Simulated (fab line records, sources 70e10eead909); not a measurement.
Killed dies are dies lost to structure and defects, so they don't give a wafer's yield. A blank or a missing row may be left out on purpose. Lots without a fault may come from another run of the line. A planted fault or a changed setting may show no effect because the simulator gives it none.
fab line records | flow nand_harc | part 1 of 2: steps 1 to 4 of 6
record lots=23 wafers=69 last_day=29
route steps=1159 shown A_STAIRCASE@582
lots that met no fault: from a run of the same line without faults
start_h: hours from the record's first day to the start of the lot's first wafer shown | wait_h: hours since the lot's step before | " the same as in the row above | L1.1+2: a row that stands for several wafers | - no value, or no start given | * or withheld: withheld | < > ~ a bound
route shown NAME@n: a module of which the file shows steps, and the number in the route of the first | usual: mean/standard deviation of fault-free wafers | same: alike in all rows | chamber/n: place in a boat | sites: the reading at each site | _std_site: their standard deviation | _edge_site: outer sites' mean less inner sites' | radius_mm: how far each site lies from the wafer's centre | mask NAME#n: copy n | behind: the tool/chamber that last shaped the wafer | hold: why the lot was held/for how many hours/how that ended | device: the transistor (n, p or np) that didn't switch | end of line: the same wafers' tests at the end of the route | a step without rows: its recipe alone | killed: dies lost to structure and defects at the first sort, not the wafer's yield | map: a wafer's dies, x killed, . not, _ none there
set.NAME: the setting as run; set.NAME@STEP: as run at that earlier step | model.NAME: the simulator's own value behind a step, which no gauge read
steps of the route over a sample of lots; a table a step, a row a wafer
services: from which hour (start_h, from the record's first day; less than 0 if before it) a tool's chamber was out of use, for how many hours, and why
## steps
# step NHARC_A_STAIRCASE_ETCH_188
# recipe target_depth_a=1000 time_s=40.5 ion_energy_ev=400 c4f8_flow_sccm=20 o2_flow_sccm=10 ar_flow_sccm=withheld rf_w=600 bias_w=1000 chemistry=C4F8/O2
# usual oes_product_au=0.930/0.013 rf_vpp_V=897/4.9
# columns lot.wafer tool chamber start_h wait_h oes_product_au rf_hours_counter_h rf_vpp_V
L078.1 rie_diel-05 0 - - 0.930 30 897
L078.3 " 3 " " 0.930 32 891
L078.6 " 2 " " 0.917 - 901
L077.1 rie_diel-05 2 - - 0.917 34 902
L077.4 " 3 " " 0.919 - 893
L077.6 " 0 " " 0.921 - 896
L074.1 rie_diel-05 0 - - 0.924 33 896
L074.6 " 1 " " 0.927 - 893
L074.5 " 2 " " 0.919 - 901
L076.2 rie_diel-11 0 - - 0.952 31 905
L076.1 " 2 " " 0.926 31 888
L076.6 " 2 " " 0.933 - 889
L075.1 rie_diel-04 2 - - 0.934 4 898
L075.2 " 3 " " 0.926 7 903
L075.5 " 0 " " 0.941 - 891
L080.4 rie_diel-05 3 - - 0.935 39 891
L080.6 " 0 " " 0.927 - 896
L080.5 " 1 " " 0.941 - 893
L079.4 rie_diel-05 0 - - 0.925 37 897
L079.6 " 2 " " 0.926 - 901
L079.5 " 3 " " 0.926 - 891
L082.1 rie_diel-04 3 - - 0.930 11 904
L082.2 " 0 " " 0.942 12 890
L082.5 " 2 " " 0.937 - 899
L081.2 rie_diel-11 3 - - 0.935 39 898
L081.3 " 0 " " 0.921 38 906
L081.6 " 2 " " 0.916 - 888
L083.3 rie_diel-04 3 - - 0.924 14 904
L083.2 " 2 " " 0.934 11 898
L083.5 " 0 " " 0.929 - 891
L085.1 rie_diel-11 3 - - 0.931 42 898
L085.2 " 2 " " 0.922 37 889
L085.6 " 3 " " 0.915 - 899
L087.2 rie_diel-04 1 - - 0.922 17 898
L087.1 " 3 " " 0.925 17 902
L087.6 " 0 " " 0.932 - 891
L086.3 rie_diel-04 0 - - 0.945 24 892
L086.1 " 2 " " 0.938 18 896
L086.5 " 3 " " 0.925 - 905
L089.4 rie_diel-05 2 - - 0.925 52 901
L089.2 " 3 " " 0.935 51 892
L089.5 " 0 " " 0.930 - 896
L088.1 rie_diel-04 2 - - 0.932 19 897
L088.2 " 3 " " 0.908 23 904
L088.4 " 0 " " 0.936 24 892
L090.2 rie_diel-11 3 - - 0.929 51 898
L090.1 " 0 " " 0.922 53 906
L090.6 " 2 " " 0.914 - 887
L091.4 rie_diel-11 2 - - 0.903 47 889
L091.5 " 1 " " 0.919 - 901
L091.6 " 2 " " 0.893 - 887
L092.2 rie_diel-11 1 - - 0.933 41 900
L092.1 " 0 " " 0.924 53 905
L092.6 " 2 " " 0.900 - 889
L093.2 rie_diel-04 2 - - 0.926 30 899
L093.1 " 3 " " 0.931 34 904
L093.6 " 2 " " 0.931 - 897
L095.4 rie_diel-05 3 - - 0.955 2 891
L095.2 " 1 " " 0.957 2 894
L095.5 " 2 " " 0.963 - 900
L094.3 rie_diel-04 1 - - 0.946 35 898
L094.1 " 3 " " 0.926 34 903
L094.6 " 0 " " 0.940 - 892
L096.1 rie_diel-05 3 - - 0.923 12 891
L096.4 " 1 " " 0.923 12 893
L096.5 " 2 " " 0.935 - 902
L097.1 rie_diel-05 2 - - 0.945 12 900
L097.2 " 3 " " 0.955 14 889
L097.6 " 1 " " 0.966 - 892
# step NHARC_A_STAIRCASE_TRIM_191
# recipe time_s=211.2 o2_flow_sccm=500 ar_flow_sccm=0 bias_w=0 chemistry=O2
# usual drypump_motor_current_A=5.8/0.49 oes_product_au=1.000/0.0093 rf_vpp_V=57.8/0.86 showerhead_plenum_p_Torr=3.56/0.13 throttle_valve_pct=17.036/0.01
# columns lot.wafer tool chamber start_h wait_h drypump_motor_current_A oes_product_au rf_hours_counter_h rf_vpp_V showerhead_plenum_p_Torr throttle_valve_pct
L078.1 rie_diel-05 0 - - 5.2 0.993 30 56.4 3.55 17.029
L078.3 " 3 " " 5.5 0.996 33 57.1 3.40 17.056
L078.6 " 2 " " 6.5 0.987 - 58.8 3.67 17.027
L077.1 rie_diel-05 2 - - 6.4 0.999 34 57.9 3.67 17.033
L077.4 " 3 " " 5.5 1.003 - 58.7 3.40 17.016
L077.6 " 2 " " 6.4 0.987 - 57.7 3.67 17.054
L074.1 rie_diel-05 3 - - 5.5 0.997 35 57.6 3.40 17.038
L074.6 " 0 " " 5.2 1.000 - 57.5 3.55 17.045
L074.5 " 1 " " 6.1 1.006 - 58.1 3.47 17.057
L076.2 rie_diel-11 3 - - 5.3 1.000 32 57.4 3.60 17.047
L076.1 " 0 " " 6.1 1.001 32 58.8 3.79 17.025
L076.6 " 0 " " 6.1 1.019 - 59.0 3.79 17.022
L075.1 rie_diel-04 0 - - 6.4 1.006 8 55.5 3.41 17.043
L075.2 " 1 " " 5.4 1.008 7 57.6 3.59 17.042
L075.5 " 1 " " 5.4 0.995 - 58.2 3.59 17.026
L080.4 rie_diel-05 2 - - 6.5 0.988 41 57.9 3.67 17.042
L080.6 " 0 " " 5.2 1.007 - 59.5 3.55 17.034
L080.5 " 1 " " 6.1 1.002 - 58.0 3.47 17.037
L079.4 rie_diel-05 0 - - 5.3 1.007 38 58.7 3.55 17.049
L079.5 " 1 " " 6.1 1.016 - 57.0 3.47 17.022
L079.6 " 2 " " 6.5 1.001 - 57.8 3.67 17.020
L082.1 rie_diel-04 2 - - 6.5 1.009 8 57.9 3.58 17.024
L082.2 " 1 " " 5.4 1.012 12 58.0 3.59 17.032
L082.5 " 2 " " 6.5 1.011 - 58.6 3.58 17.037
L081.2 rie_diel-11 0 - - 6.1 1.011 39 59.4 3.79 17.031
L081.3 " 3 " " 5.3 0.992 39 57.7 3.59 17.043
L081.6 " 0 " " 6.1 1.015 - 58.5 3.79 17.037
L083.3 rie_diel-04 3 - - 5.1 0.971 15 58.0 3.78 17.040
L083.2 " 2 " " 6.4 0.989 12 57.1 3.58 17.042
L083.5 " 3 " " 5.1 0.979 - 57.8 3.77 17.048
L085.1 rie_diel-11 1 - - 5.8 1.000 29 58.6 3.64 17.015
L085.2 " 2 " " 5.9 0.986 38 57.5 3.31 17.019
L085.6 " 1 " " 5.9 0.999 - 58.6 3.64 17.038
L087.1 rie_diel-04 1 - - 5.4 1.002 17 57.0 3.59 17.045
L087.2 " 2 " " 6.5 1.009 14 56.5 3.58 17.039
L087.6 " 0 " " 6.4 1.011 - 56.3 3.40 17.041
L086.1 rie_diel-04 3 - - 5.1 0.988 23 57.5 3.77 17.032
L086.3 " 0 " " 6.4 0.999 24 58.3 3.40 17.033
L086.5 " 1 " " 5.4 0.984 - 56.9 3.58 17.043
L089.2 rie_diel-05 1 - - 6.1 1.010 48 57.0 3.46 17.033
L089.4 " 3 " " 5.6 1.005 51 57.6 3.39 17.056
L089.5 " 1 " " 6.1 1.011 - 56.1 3.46 17.036
L088.1 rie_diel-04 2 - - 6.5 0.996 20 58.1 3.57 17.042
L088.4 " 3 " " 5.1 1.000 24 58.9 3.77 17.062
L088.2 " 1 " " 5.4 1.006 23 56.6 3.58 17.017
L090.2 rie_diel-11 2 - - 5.9 0.993 48 56.6 3.31 17.034
L090.1 " 1 " " 5.9 1.003 41 56.7 3.63 17.039
L090.6 " 3 " " 5.3 0.989 - 57.9 3.59 17.032
L091.4 rie_diel-11 0 - - 6.1 0.997 54 58.0 3.78 17.034
L091.5 " 1 " " 5.8 0.997 - 59.0 3.63 17.039
L091.6 " 2 " " 5.9 0.985 - 57.4 3.31 17.022
L092.1 rie_diel-11 2 - - 5.9 0.986 49 56.3 3.31 17.051
L092.2 " 0 " " 6.1 1.004 54 58.7 3.78 17.038
L092.6 " 1 " " 5.9 1.015 - 59.0 3.63 17.035
L093.1 rie_diel-04 0 - - 6.4 1.010 35 58.3 3.39 17.033
L093.2 " 3 " " 5.1 0.998 34 57.6 3.76 17.035
L093.6 " 0 " " 6.4 1.020 - 57.0 3.39 17.027
L095.2 rie_diel-05 1 - - 6.1 1.005 2 58.9 3.46 17.007
L095.4 " 0 " " 5.2 0.995 2 56.8 3.54 17.035
L095.5 " 1 " " 6.1 1.003 - 57.2 3.46 17.031
L094.1 rie_diel-04 1 - - 5.4 0.999 35 56.8 3.58 17.050
L094.3 " 3 " " 5.1 0.996 35 58.2 3.76 17.044
L094.6 " 0 " " 6.4 1.007 - 56.3 3.39 17.043
L096.1 rie_diel-05 0 - - 5.3 0.990 14 56.7 3.53 17.052
L096.4 " 1 " " 6.1 1.000 12 57.1 3.45 17.057
L096.5 " 2 " " 6.4 0.993 - 57.5 3.65 17.038
L097.1 rie_diel-05 2 - - 6.4 1.004 12 57.4 3.65 17.041
L097.2 " 3 " " 5.5 0.997 14 58.5 3.38 17.038
L097.6 " 2 " " 6.4 0.995 - 59.0 3.65 17.040
# step NHARC_A_STAIRCASE_TRIM_200
# recipe time_s=211.2 o2_flow_sccm=500 ar_flow_sccm=0 bias_w=0 chemistry=O2
# usual drypump_motor_current_A=5.8/0.46 oes_product_au=0.999/0.0091 rf_vpp_V=57.7/0.81 showerhead_plenum_p_Torr=3.57/0.15 throttle_valve_pct=17.036/0.0095
# columns lot.wafer tool chamber start_h wait_h drypump_motor_current_A oes_product_au rf_hours_counter_h rf_vpp_V showerhead_plenum_p_Torr throttle_valve_pct
L078.1 rie_diel-05 0 - - 5.3 0.995 32 58.2 3.55 17.028
L078.3 " 2 " " 6.4 0.991 35 56.6 3.67 17.040
L078.6 " 0 " " 5.3 1.003 - 57.1 3.55 17.042
L077.1 rie_diel-11 3 - - 5.3 0.990 28 56.5 3.60 17.041
L077.4 " 1 " " 5.8 1.003 21 57.2 3.65 17.047
L077.6 " 0 " " 6.1 1.003 - 58.4 3.79 17.033
L074.1 rie_diel-04 3 - - 5.1 0.991 6 56.8 3.78 17.036
L074.6 " 2 " " 6.4 1.003 - 58.2 3.58 17.052
L074.5 " 3 " " 5.1 0.993 - 57.3 3.78 17.044
L076.1 rie_diel-04 2 - - 6.5 1.004 5 57.5 3.58 17.049
L076.2 " 3 " " 5.1 0.989 8 56.6 3.78 17.036
L076.6 " 1 " " 5.4 1.001 - 58.2 3.59 17.023
L075.1 rie_diel-04 0 - - 6.4 1.007 9 57.8 3.41 17.029
L075.2 " 1 " " 5.4 0.996 9 57.6 3.59 17.046
L075.5 " 0 " " 6.4 1.008 - 58.3 3.41 17.030
L080.4 rie_diel-04 2 - - 6.5 0.999 9 58.4 3.58 17.028
L080.5 " 0 " " 6.5 0.994 - 57.3 3.40 17.035
L080.6 " 1 " " 5.4 1.005 - 57.4 3.59 17.044
L079.4 rie_diel-05 3 - - 5.5 1.003 41 57.5 3.39 17.051
L079.6 " 1 " " 6.1 1.006 - 58.7 3.46 17.039
L079.5 " 2 " " 6.5 1.000 - 57.3 3.66 17.055
L082.2 rie_diel-11 3 - - 5.3 1.000 38 58.5 3.59 17.042
L082.1 " 1 " " 5.9 1.008 25 58.0 3.64 17.037
L082.5 " 2 " " 5.9 0.983 - 58.7 3.32 17.033
L081.3 rie_diel-11 3 - - 5.3 0.989 40 57.6 3.59 17.033
L081.2 " 0 " " 6.1 1.003 40 58.9 3.79 17.031
L081.6 " 3 " " 5.3 0.998 - 59.1 3.59 17.029
L083.3 rie_diel-11 3 - - 5.3 0.990 41 56.4 3.59 17.050
L083.2 " 1 " " 5.9 1.009 28 58.8 3.64 17.041
L083.5 " 3 " " 5.3 0.993 - 57.8 3.59 17.017
L085.1 rie_diel-05 2 - - 6.4 0.995 47 58.0 3.66 17.032
L085.2 " 3 " " 5.5 1.011 46 56.7 3.39 17.038
L085.6 " 1 " " 6.1 1.008 - 57.2 3.46 17.036
L087.1 rie_diel-04 0 - - 6.4 0.997 20 57.3 3.40 17.034
L087.2 " 2 " " 6.4 1.003 15 58.6 3.57 17.035
L087.6 " 1 " " 5.4 1.001 - 57.8 3.58 17.035
L089.4 rie_diel-04 2 - - 6.4 1.009 20 58.4 3.57 17.038
L089.2 " 1 " " 5.4 1.013 24 57.0 3.58 17.057
L089.5 " 3 " " 5.1 0.998 - 59.1 3.77 17.044
L086.1 rie_diel-11 1 - - 5.8 0.999 37 56.5 3.63 17.034
L086.3 " 3 " " 5.3 0.998 50 57.8 3.59 17.015
L086.5 " 1 " " 5.8 1.013 - 57.6 3.64 17.035
L088.4 rie_diel-11 3 - - 5.3 1.000 50 57.2 3.59 17.026
L088.2 " 0 " " 6.1 1.021 51 58.7 3.78 17.040
L088.1 " 1 " " 5.9 1.011 38 57.5 3.64 17.032
L090.2 rie_diel-11 1 - - 5.8 0.998 44 58.5 3.63 17.049
L090.1 " 3 " " 5.3 0.992 56 57.3 3.58 17.025
L090.6 " 1 " " 5.8 0.989 - 57.9 3.63 17.046
L091.4 rie_diel-11 2 - - 5.9 0.983 52 56.7 3.31 17.042
L091.5 " 3 " " 5.3 0.992 - 58.8 3.58 17.036
L091.6 " 0 " " 6.0 1.001 - 57.8 3.77 17.034
L092.1 rie_diel-11 3 - - 5.3 0.997 57 57.8 3.58 17.032
L092.2 " 0 " " 6.1 1.006 58 58.7 3.77 17.039
L092.6 " 2 " " 5.9 0.979 - 58.6 3.31 17.023
L093.1 rie_diel-04 2 - - 6.5 1.008 31 58.4 3.57 17.035
L093.2 " 0 " " 6.4 0.996 36 58.4 3.39 17.041
L093.6 " 2 " " 6.4 1.011 - 58.0 3.57 17.017
L095.2 rie_diel-04 0 - - 6.4 0.995 37 57.5 3.39 17.046
L095.4 " 2 " " 6.4 1.004 31 58.2 3.57 17.031
L095.5 " 0 " " 6.4 1.004 - 58.5 3.39 17.045
L094.1 rie_diel-11 0 - - 6.1 1.002 62 58.3 3.77 17.028
L094.3 " 1 " " 5.9 1.002 49 58.3 3.63 17.044
L094.6 " 0 " " 6.1 1.012 - 57.9 3.77 17.033
L096.1 rie_diel-05 2 - - 6.5 0.986 11 58.5 3.65 17.041
L096.4 " 0 " " 5.3 1.002 15 57.1 3.53 17.035
L096.5 " 3 " " 5.5 0.996 - 56.4 3.38 17.038
L097.1 rie_diel-11 3 - - 5.3 0.983 1 59.3 3.58 17.037
L097.2 " 1 " " 5.8 0.998 1 57.9 3.63 17.036
L097.6 " 3 " " 5.3 0.984 - 58.2 3.58 17.047
# step NHARC_A_STAIRCASE_TRIM_220
# recipe time_s=211.2 o2_flow_sccm=500 ar_flow_sccm=0 bias_w=0 chemistry=O2
# usual drypump_motor_current_A=5.8/0.48 oes_product_au=0.999/0.0097 rf_vpp_V=57.8/0.93 showerhead_plenum_p_Torr=3.57/0.15 throttle_valve_pct=17.036/0.0091
# columns lot.wafer tool chamber start_h wait_h drypump_motor_current_A oes_product_au rf_hours_counter_h rf_vpp_V showerhead_plenum_p_Torr throttle_valve_pct
L078.1 rie_diel-04 2 307.79 0.1 6.5 1.001 2 57.9 3.58 17.042
L078.3 " 1 " " 5.4 0.995 5 58.8 3.59 17.038
L078.6 " 3 " " 5.1 0.994 - 59.3 3.78 17.033
L077.1 rie_diel-11 0 308.53 0.1 6.1 1.005 30 59.2 3.79 17.037
L077.4 " 2 " " 5.9 0.989 - 57.5 3.32 17.042
L077.6 " 3 " " 5.3 0.989 - 57.2 3.60 17.017
L074.1 rie_diel-04 1 311.55 0.1 5.4 1.005 7 59.9 3.59 17.033
L074.5 " 0 " " 6.4 1.006 - 58.3 3.41 17.039
L074.6 " 1 " " 5.4 1.002 - 57.4 3.59 17.031
L076.2 rie_diel-11 1 316.68 0.1 5.9 1.010 22 58.2 3.64 17.028
L076.1 " 3 " " 5.3 0.993 35 57.4 3.59 17.038
L076.6 " 3 " " 5.3 0.988 - 58.8 3.59 17.048
L075.1 rie_diel-05 0 317.47 0.2 5.3 1.003 37 58.9 3.55 17.041
L075.2 " 1 " " 6.1 1.008 37 58.7 3.47 17.037
L075.5 " 3 " " 5.5 0.984 - 58.8 3.39 17.037
L080.4 rie_diel-04 2 323.08 0.3 6.4 0.995 11 58.2 3.58 17.039
L080.6 " 0 " " 6.4 1.010 - 58.8 3.40 17.026
L080.5 " 1 " " 5.4 1.001 - 57.6 3.59 17.035
L079.4 rie_diel-05 1 323.20 0.2 6.1 1.013 41 58.1 3.46 17.038
L079.5 " 3 " " 5.5 1.012 - 57.6 3.39 17.048
L079.6 " 0 " " 5.2 0.999 - 58.0 3.55 17.045
L082.2 rie_diel-11 3 323.74 0.1 5.3 0.996 39 58.4 3.59 17.041
L082.1 " 2 " " 5.9 0.994 35 57.1 3.31 17.037
L082.5 " 0 " " 6.1 1.013 - 58.7 3.79 17.058
L081.2 rie_diel-04 1 327.17 0.1 5.4 1.005 16 56.9 3.59 17.044
L081.3 " 3 " " 5.1 0.989 16 57.1 3.77 17.028
L081.6 " 0 " " 6.4 1.000 - 57.1 3.40 17.041
L083.3 rie_diel-05 1 328.17 0.1 6.1 1.017 43 57.4 3.46 17.010
L083.2 " 2 " " 6.4 0.994 46 58.5 3.66 17.021
L083.5 " 3 " " 5.5 1.003 - 56.8 3.39 17.035
L087.1 rie_diel-05 0 333.47 0.1 5.3 1.004 46 57.3 3.54 17.038
L087.2 " 2 " " 6.5 0.993 50 58.1 3.66 17.033
L087.6 " 3 " " 5.5 1.008 - 57.1 3.39 17.037
L085.1 rie_diel-05 2 333.71 0.1 6.4 1.008 50 57.1 3.66 17.047
L085.2 " 3 " " 5.5 1.007 49 57.6 3.39 17.050
L085.6 " 1 " " 6.1 1.011 - 57.9 3.46 17.026
L088.4 rie_diel-04 3 341.70 0.1 5.1 0.993 26 58.6 3.77 17.036
L088.1 " 0 " " 6.4 1.005 28 57.9 3.40 17.035
L088.2 " 1 " " 5.4 0.999 27 59.2 3.58 17.029
L089.2 rie_diel-11 0 341.80 0.3 6.1 0.999 53 58.8 3.78 17.044
L089.4 " 2 " " 5.9 0.977 47 56.3 3.31 17.039
L089.5 " 3 " " 5.3 0.988 - 57.5 3.59 17.059
L086.1 rie_diel-11 0 341.97 0.4 6.1 0.987 53 59.1 3.78 17.046
L086.3 " 2 " " 5.8 0.964 47 56.5 3.31 17.039
L086.5 " 3 " " 5.3 0.992 - 57.6 3.59 17.045
L090.1 rie_diel-11 1 351.42 0.1 5.9 1.009 46 56.3 3.63 17.042
L090.2 " 3 " " 5.3 1.000 58 56.4 3.58 17.032
L090.6 " 0 " " 6.1 1.001 - 58.7 3.77 17.039
L091.4 rie_diel-05 2 352.04 0.1 6.5 0.998 1 57.6 3.66 17.031
L091.6 " 1 " " 6.1 1.004 - 57.5 3.46 17.053
L091.5 " 2 " " 6.5 0.995 - 57.1 3.66 17.030
L092.1 rie_diel-04 0 352.36 0.1 6.4 1.004 35 59.1 3.39 17.035
L092.2 " 2 " " 6.4 1.009 29 58.8 3.57 17.036
L092.6 " 1 " " 5.4 1.003 - 56.3 3.58 17.040
L093.2 rie_diel-04 2 357.77 0.1 6.5 0.998 32 58.4 3.57 17.022
L093.1 " 3 " " 5.1 0.986 36 57.4 3.76 17.014
L093.6 " 3 " " 5.1 0.992 - 58.3 3.76 17.043
L095.2 rie_diel-11 2 358.48 0.1 5.9 0.984 57 55.8 3.30 17.031
L095.5 " 1 " " 5.9 1.009 - 57.8 3.63 17.030
L095.4 " 2 " " 5.9 0.980 - 58.5 3.30 17.018
L094.3 rie_diel-04 0 359.56 0.1 6.5 1.005 38 56.6 3.39 17.026
L094.1 " 1 " " 5.4 1.005 37 56.7 3.58 17.042
L094.6 " 3 " " 5.1 0.991 - 59.2 3.76 17.044
L096.1 rie_diel-04 0 380.44 0.1 6.5 1.007 50 55.9 3.38 17.028
L096.4 " 1 " " 5.4 1.002 46 58.4 3.57 17.044
L096.5 " 3 " " 5.1 1.003 - 58.3 3.76 17.032
L097.2 rie_diel-11 1 383.54 0.1 5.8 0.987 2 58.5 3.63 17.045
L097.1 " 2 " " 5.8 0.989 2 56.7 3.30 17.032
L097.6 " 2 " " 5.9 0.992 - 58.0 3.30 17.041
